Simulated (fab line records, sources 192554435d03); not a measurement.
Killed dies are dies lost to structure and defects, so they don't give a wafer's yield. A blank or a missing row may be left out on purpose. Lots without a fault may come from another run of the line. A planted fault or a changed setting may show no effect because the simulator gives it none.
Which tool did it? | flow n5_finfet | 24 lots, 72 wafers sampled, at 6 steps of a route of 1938

WHAT THE GAUGES READ, wafer by wafer
N5_BEOL_M4_CD_MEAS_18: pitch 36 nm, target cd 18 nm.
lot  | measured     | on        | cd_nm (nm)
L074 | day 8 02:59  | cd_sem-03 | 17.9 18.7 18.4
L075 | day 8 06:01  | cd_sem-01 | 18.1 18.5 18.2
L076 | day 8 09:58  | cd_sem-01 | 17.7 18.0 18.1
L078 | day 8 15:50  | cd_sem-01 | 17.8 18.4 17.0
L077 | day 8 20:32  | cd_sem-02 | 19.0 18.3 18.5
L079 | day 8 20:37  | cd_sem-01 | 18.0 18.3 17.5
L080 | day 9 09:34  | cd_sem-01 | 17.9 17.6 17.9
L081 | day 9 11:34  | cd_sem-01 | 17.7 17.7 17.6
L082 | day 9 16:32  | cd_sem-01 | 17.7 18.4 17.7
L083 | day 10 04:35 | cd_sem-03 | 18.4 17.9 18.8
L085 | day 10 04:44 | cd_sem-03 | 18.1 18.1 17.8
L084 | day 10 06:11 | cd_sem-02 | 17.8 18.1 18.3
L086 | day 10 23:08 | cd_sem-02 | 18.0 18.9 18.3
L087 | day 11 10:03 | cd_sem-02 | 18.5 18.2 18.0
L088 | day 11 19:28 | cd_sem-03 | 17.8 18.3 18.1
L090 | day 11 22:44 | cd_sem-03 | 18.0 17.7 18.1
L089 | day 11 22:59 | cd_sem-01 | 18.2 18.7 18.1
L092 | day 12 01:25 | cd_sem-02 | 18.4 18.8 19.1
L091 | day 12 09:51 | cd_sem-03 | 18.5 18.3 17.6
L093 | day 12 09:59 | cd_sem-03 | 17.8 18.1 18.1
L094 | day 12 13:30 | cd_sem-01 | 18.1 18.5 17.9
L095 | day 13 15:18 | cd_sem-02 | 18.0 18.4 18.0
L096 | day 13 15:47 | cd_sem-01 | 18.2 18.5 17.9
L097 | day 13 18:37 | cd_sem-01 | 17.8 18.9 17.9

WHICH TOOL RAN EACH LOT (tool, then ch and the chambers of the sampled wafers, then the start)
lot  | N5_BEOL_M3_ANNEAL_49         | N5_BEOL_M3_ANNEAL_89         | N5_BEOL_M3_SPUTTER_92        | N5_BEOL_M3_SPUTTER_94        | N5_BEOL_M4_ETCH_63
L074 | pvd_sputter-03, day 7 22:20  | pvd_sputter-03, day 7 23:13  | pvd_sputter-03, day 7 23:34  | pvd_sputter-03, day 7 23:47  | rie_diel-02 ch 0,1,2, day 8 02:37
L075 | pvd_sputter-02, day 8 01:53  | pvd_sputter-02, day 8 02:46  | pvd_sputter-02, day 8 03:07  | pvd_sputter-02, day 8 03:20  | rie_diel-05 ch 0,3, day 8 05:38
L076 | pvd_sputter-02, day 8 03:46  | pvd_sputter-02, day 8 04:38  | pvd_sputter-02, day 8 05:00  | pvd_sputter-02, day 8 05:13  | rie_diel-05 ch 1,3, day 8 09:35
L078 | pvd_sputter-01, day 8 11:41  | pvd_sputter-01, day 8 12:34  | pvd_sputter-01, day 8 12:55  | pvd_sputter-01, day 8 13:08  | rie_diel-06 ch 1,2, day 8 15:27
L077 | pvd_sputter-02, day 8 16:28  | pvd_sputter-02, day 8 17:21  | pvd_sputter-02, day 8 17:43  | pvd_sputter-02, day 8 17:56  | rie_diel-02 ch 0,1,2, day 8 20:08
L079 | pvd_sputter-01, day 8 16:28  | pvd_sputter-01, day 8 17:21  | pvd_sputter-01, day 8 17:43  | pvd_sputter-01, day 8 17:56  | rie_diel-06 ch 0,1,2, day 8 20:14
L080 | pvd_sputter-03, day 9 03:13  | pvd_sputter-03, day 9 04:05  | pvd_sputter-03, day 9 04:27  | pvd_sputter-03, day 9 04:40  | rie_diel-06 ch 0,3, day 9 09:10
L081 | pvd_sputter-03, day 9 06:56  | pvd_sputter-03, day 9 07:49  | pvd_sputter-03, day 9 08:10  | pvd_sputter-03, day 9 08:23  | rie_diel-02 ch 1,2, day 9 11:11
L082 | pvd_sputter-02, day 9 09:48  | pvd_sputter-02, day 9 10:41  | pvd_sputter-02, day 9 11:02  | pvd_sputter-02, day 9 11:16  | rie_diel-06 ch 0,2,3, day 9 15:56
L083 | pvd_sputter-02, day 9 22:40  | pvd_sputter-02, day 9 23:32  | pvd_sputter-02, day 9 23:54  | pvd_sputter-02, day 10 00:07 | rie_diel-06 ch 0,2,3, day 10 04:13
L085 | pvd_sputter-03, day 9 23:11  | pvd_sputter-03, day 10 00:04 | pvd_sputter-03, day 10 00:25 | pvd_sputter-03, day 10 00:38 | rie_diel-02 ch 0,1, day 10 04:21
L084 | pvd_sputter-03, day 10 01:58 | pvd_sputter-03, day 10 02:50 | pvd_sputter-03, day 10 03:12 | pvd_sputter-03, day 10 03:25 | rie_diel-02 ch 0,1,2, day 10 05:47
L086 | pvd_sputter-02, day 10 18:43 | pvd_sputter-02, day 10 19:35 | pvd_sputter-02, day 10 19:57 | pvd_sputter-02, day 10 20:10 | rie_diel-06 ch 0,1,2, day 10 22:43
L087 | pvd_sputter-02, day 11 04:40 | pvd_sputter-02, day 11 05:32 | pvd_sputter-02, day 11 05:54 | pvd_sputter-02, day 11 06:07 | rie_diel-06 ch 0,3, day 11 09:38
L088 | pvd_sputter-01, day 11 13:19 | pvd_sputter-01, day 11 14:11 | pvd_sputter-01, day 11 14:33 | pvd_sputter-01, day 11 14:46 | rie_diel-05 ch 0,2,3, day 11 19:05
L090 | pvd_sputter-03, day 11 15:48 | pvd_sputter-03, day 11 16:41 | pvd_sputter-03, day 11 17:02 | pvd_sputter-03, day 11 17:16 | rie_diel-02 ch 1,3, day 11 22:13
L089 | pvd_sputter-02, day 11 16:48 | pvd_sputter-02, day 11 17:41 | pvd_sputter-02, day 11 18:02 | pvd_sputter-02, day 11 18:16 | rie_diel-05 ch 1,2, day 11 22:29
L092 | pvd_sputter-02, day 11 19:42 | pvd_sputter-02, day 11 20:35 | pvd_sputter-02, day 11 20:56 | pvd_sputter-02, day 11 21:10 | rie_diel-05 ch 1,2, day 12 01:02
L091 | pvd_sputter-02, day 12 04:11 | pvd_sputter-02, day 12 05:04 | pvd_sputter-02, day 12 05:25 | pvd_sputter-02, day 12 05:38 | rie_diel-05 ch 1,2,3, day 12 09:22
L093 | pvd_sputter-03, day 12 04:30 | pvd_sputter-03, day 12 05:23 | pvd_sputter-03, day 12 05:44 | pvd_sputter-03, day 12 05:58 | rie_diel-06 ch 2,3, day 12 09:36
L094 | pvd_sputter-01, day 12 07:06 | pvd_sputter-01, day 12 07:59 | pvd_sputter-01, day 12 08:20 | pvd_sputter-01, day 12 08:34 | rie_diel-05 ch 2,3, day 12 13:07
L095 | pvd_sputter-03, day 13 10:43 | pvd_sputter-03, day 13 11:36 | pvd_sputter-03, day 13 11:58 | pvd_sputter-03, day 13 12:11 | rie_diel-05 ch 0,3, day 13 14:55
L096 | pvd_sputter-02, day 13 11:16 | pvd_sputter-02, day 13 12:08 | pvd_sputter-02, day 13 12:30 | pvd_sputter-02, day 13 12:43 | rie_diel-05 ch 0,2,3, day 13 15:24
L097 | pvd_sputter-03, day 13 13:34 | pvd_sputter-03, day 13 14:26 | pvd_sputter-03, day 13 14:48 | pvd_sputter-03, day 13 15:01 | rie_diel-06 ch 0,1,2, day 13 18:11
- N5_BEOL_M3_ANNEAL_49: time 240 s.
- N5_BEOL_M3_ANNEAL_89: time 240 s.
- N5_BEOL_M3_SPUTTER_92: material Cu, target thk 4.5 nm, time 8.29 s.
- N5_BEOL_M3_SPUTTER_94: material Cu, target thk 4.5 nm, time 8.29 s.
- N5_BEOL_M4_ETCH_63: etches SiARC in CF4, target depth 15.6 nm, time 26 s.

WHAT THE TOOLS THEMSELVES READ (means of the sampled wafers that have a number; where no wafer has one, the mark that the record gives instead)
N5_BEOL_M3_ANNEAL_49.
lot  | tool           | heater_power_w (W)
L074 | pvd_sputter-03 | 813
L075 | pvd_sputter-02 | 873
L076 | pvd_sputter-02 | 754
L078 | pvd_sputter-01 | 932
L077 | pvd_sputter-02 | 815
L079 | pvd_sputter-01 | 858
L080 | pvd_sputter-03 | 853
L081 | pvd_sputter-03 | 808
L082 | pvd_sputter-02 | 822
L083 | pvd_sputter-02 | 795
L085 | pvd_sputter-03 | 849
L084 | pvd_sputter-03 | 839
L086 | pvd_sputter-02 | 784
L087 | pvd_sputter-02 | 757
L088 | pvd_sputter-01 | 840
L090 | pvd_sputter-03 | 847
L089 | pvd_sputter-02 | 802
L092 | pvd_sputter-02 | 824
L091 | pvd_sputter-02 | 782
L093 | pvd_sputter-03 | 829
L094 | pvd_sputter-01 | 953
L095 | pvd_sputter-03 | 810
L096 | pvd_sputter-02 | 773
L097 | pvd_sputter-03 | 815

N5_BEOL_M3_ANNEAL_89.
lot  | tool           | heater_power_w (W)
L074 | pvd_sputter-03 | 812
L075 | pvd_sputter-02 | 865
L076 | pvd_sputter-02 | 763
L078 | pvd_sputter-01 | 938
L077 | pvd_sputter-02 | 832
L079 | pvd_sputter-01 | 857
L080 | pvd_sputter-03 | 862
L081 | pvd_sputter-03 | 823
L082 | pvd_sputter-02 | 824
L083 | pvd_sputter-02 | 806
L085 | pvd_sputter-03 | 853
L084 | pvd_sputter-03 | 839
L086 | pvd_sputter-02 | 786
L087 | pvd_sputter-02 | 769
L088 | pvd_sputter-01 | 838
L090 | pvd_sputter-03 | 854
L089 | pvd_sputter-02 | 788
L092 | pvd_sputter-02 | 822
L091 | pvd_sputter-02 | 759
L093 | pvd_sputter-03 | 813
L094 | pvd_sputter-01 | 935
L095 | pvd_sputter-03 | 815
L096 | pvd_sputter-02 | 757
L097 | pvd_sputter-03 | 823

N5_BEOL_M3_SPUTTER_92.
lot  | tool           | throttle_valve_pct (%)
L074 | pvd_sputter-03 | 30.1
L075 | pvd_sputter-02 | 29.6
L076 | pvd_sputter-02 | 30.5
L078 | pvd_sputter-01 | 30.6
L077 | pvd_sputter-02 | 29.4
L079 | pvd_sputter-01 | 30.1
L080 | pvd_sputter-03 | 30.4
L081 | pvd_sputter-03 | 30.4
L082 | pvd_sputter-02 | 30.0
L083 | pvd_sputter-02 | 29.8
L085 | pvd_sputter-03 | 29.8
L084 | pvd_sputter-03 | 30.0
L086 | pvd_sputter-02 | 29.1
L087 | pvd_sputter-02 | 30.2
L088 | pvd_sputter-01 | 30.5
L090 | pvd_sputter-03 | 30.2
L089 | pvd_sputter-02 | 29.8
L092 | pvd_sputter-02 | 29.3
L091 | pvd_sputter-02 | 28.8
L093 | pvd_sputter-03 | 30.0
L094 | pvd_sputter-01 | 29.5
L095 | pvd_sputter-03 | 30.0
L096 | pvd_sputter-02 | 30.5
L097 | pvd_sputter-03 | 30.3

N5_BEOL_M3_SPUTTER_94.
lot  | tool           | throttle_valve_pct (%)
L074 | pvd_sputter-03 | 30.3
L075 | pvd_sputter-02 | 29.5
L076 | pvd_sputter-02 | 30.4
L078 | pvd_sputter-01 | 30.4
L077 | pvd_sputter-02 | 29.4
L079 | pvd_sputter-01 | 29.9
L080 | pvd_sputter-03 | 30.3
L081 | pvd_sputter-03 | 30.2
L082 | pvd_sputter-02 | 30.0
L083 | pvd_sputter-02 | 29.8
L085 | pvd_sputter-03 | 29.7
L084 | pvd_sputter-03 | 30.0
L086 | pvd_sputter-02 | 29.1
L087 | pvd_sputter-02 | 30.3
L088 | pvd_sputter-01 | 30.5
L090 | pvd_sputter-03 | 30.1
L089 | pvd_sputter-02 | 29.8
L092 | pvd_sputter-02 | 29.3
L091 | pvd_sputter-02 | 29.0
L093 | pvd_sputter-03 | 29.9
L094 | pvd_sputter-01 | 29.7
L095 | pvd_sputter-03 | 30.1
L096 | pvd_sputter-02 | 30.4
L097 | pvd_sputter-03 | 30.1

N5_BEOL_M4_ETCH_63.
lot  | tool        | drypump_motor_current_A (A) | etch_rf_on_time_s (s) | oes_product_au (a.u.) | rf_vpp_V (V) | showerhead_plenum_p_Torr (Torr) | throttle_valve_pct (%)
L074 | rie_diel-02 | 5.2                         | 26.1                  | 0.67                  | 184.7        | 2.18                            | 15.48
L075 | rie_diel-05 | 5.6                         | 26.9                  | 0.75                  | 183.4        | 2.08                            | 15.51
L076 | rie_diel-05 | 5.5                         | 26.1                  | 0.65                  | 183.0        | 2.11                            | 15.64
L078 | rie_diel-06 | 6.1                         | 25.6                  | 0.72                  | 185.0        | 2.25                            | 15.59
L077 | rie_diel-02 | 5.2                         | 26.2                  | 0.66                  | 184.7        | 2.18                            | 15.50
L079 | rie_diel-06 | 5.6                         | 25.8                  | 0.70                  | 185.1        | 2.18                            | 15.59
L080 | rie_diel-06 | 5.1                         | 26.3                  | 0.75                  | 184.0        | 2.09                            | 15.31
L081 | rie_diel-02 | 4.9                         | 26.4                  | 0.65                  | 184.9        | 2.20                            | 15.44
L082 | rie_diel-06 | 5.6                         | 25.9                  | 0.77                  | 184.8        | 2.15                            | 15.32
L083 | rie_diel-06 | 5.6                         | 25.5                  | 0.75                  | 184.7        | 2.15                            | 15.34
L085 | rie_diel-02 | 5.4                         | 25.5                  | 0.65                  | 183.4        | 2.15                            | 15.65
L084 | rie_diel-02 | 5.2                         | 26.1                  | 0.65                  | 184.6        | 2.17                            | 15.53
L086 | rie_diel-06 | 5.6                         | 25.6                  | 0.76                  | 184.0        | 2.18                            | 15.44
L087 | rie_diel-06 | 5.1                         | 26.3                  | 0.72                  | 182.3        | 2.09                            | 15.37
L088 | rie_diel-05 | 5.9                         | 27.1                  | 0.70                  | 183.5        | 2.14                            | 15.54
L090 | rie_diel-02 | 5.7                         | 26.2                  | 0.61                  | 183.7        | 2.14                            | 15.78
L089 | rie_diel-05 | 6.1                         | 26.7                  | 0.74                  | 185.7        | 2.22                            | 15.44
L092 | rie_diel-05 | 6.1                         | 26.7                  | 0.74                  | 185.4        | 2.22                            | 15.43
L091 | rie_diel-05 | 5.9                         | 26.3                  | 0.75                  | 184.0        | 2.15                            | 15.46
L093 | rie_diel-06 | 5.9                         | 25.6                  | 0.75                  | 183.8        | 2.15                            | 15.29
L094 | rie_diel-05 | 6.0                         | 27.4                  | 0.71                  | 184.3        | 2.14                            | 15.57
L095 | rie_diel-05 | 5.5                         | 26.8                  | 0.67                  | 183.0        | 2.07                            | 15.58
L096 | rie_diel-05 | 5.9                         | 26.9                  | 0.68                  | 184.2        | 2.13                            | 15.57
L097 | rie_diel-06 | 5.6                         | 25.3                  | 0.72                  | 184.1        | 2.17                            | 15.49

THE ANSWER, worked out from the rows above alone
Rule: what is usual is taken from the lots themselves. Put in order of their means at a reading, lots are off if they are a third of the lots or fewer, leave a main group of 4 or more, and stand apart from it by a gap of 3 or more times the standard deviation of the main group's means; of several such gaps the widest counts. A main group whose means are all the same, to the digits that the tables above print for the reading, isn't used. A lot without any number at a reading at which 4 lots or more have one is off too. The other lots that the step has rows for count as sound. The gauges are gone through in route order, then the tools' own readings, and for those a lot's mean is taken as printed above. The first step at which some lot is off is used, and at that step the reading that is off furthest; a lot without a number counts as furthest.
No lot is off at any reading shown: from this, nothing can be told.

WHAT THE SIMULATOR HAD PUT IN
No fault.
